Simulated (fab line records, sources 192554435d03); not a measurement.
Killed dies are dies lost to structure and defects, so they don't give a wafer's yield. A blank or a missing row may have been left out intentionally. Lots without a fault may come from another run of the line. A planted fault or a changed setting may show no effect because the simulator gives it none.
Matching of chambers :: flow n5 finfet :: 4 sister chambers for N5_BEOL_M15_ETCH_61 on rie diel-01
The step etches BARC in N2/H2, target depth 89 nm, overetch 26.7 nm, time 67.9 s. 4 wafers are shown with their chamber, then 7 later ones without.

== WAFERS WITH THEIR CHAMBER ==
wafer: L074.5
chamber: 1
throttle valve pct (%): 18.00

wafer: L081.5
chamber: 3
throttle valve pct (%): 18.31

wafer: L087.3
chamber: 2
throttle valve pct (%): 17.49

wafer: L087.4
chamber: 0
throttle valve pct (%): 18.10

== WAFERS MISSING THEIR CHAMBER ==
wafer: L087.6
throttle valve pct (%): 18.33

wafer: L095.3
throttle valve pct (%): 17.93

wafer: L095.4
throttle valve pct (%): 17.52

wafer: L095.6
throttle valve pct (%): 17.52

wafer: L097.1
throttle valve pct (%): 17.56

wafer: L097.2
throttle valve pct (%): 18.10

wafer: L097.6
throttle valve pct (%): 18.10

== WHICH CHAMBER EACH WENT THROUGH ==
wafer: L087.6
from the rows above: 3
in truth: 3

wafer: L095.3
from the rows above: 1
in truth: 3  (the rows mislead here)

wafer: L095.4
from the rows above: 2
in truth: 2

wafer: L095.6
from the rows above: 2
in truth: 2

wafer: L097.1
from the rows above: 2
in truth: 2

wafer: L097.2
from the rows above: 0
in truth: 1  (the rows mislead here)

wafer: L097.6
from the rows above: 0
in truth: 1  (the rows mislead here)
Placed correctly: 4 of 7. From these rows, 0 cannot be placed. Number placed wrongly: 3.
How it was worked out, from the rows above alone: a wafer's distance from a chamber is the root of the sum, over the readings, of the square of ((its reading less the chamber's mean) divided by the reading's scatter). The wafer belongs to the nearest chamber; if the next one is less than 2 further off, it can't be placed. Each chamber's mean is taken over the wafers shown for it. The scatter: root of mean squared gap, hidden wafer to nearest shown wafer, with one shown wafer a chamber.
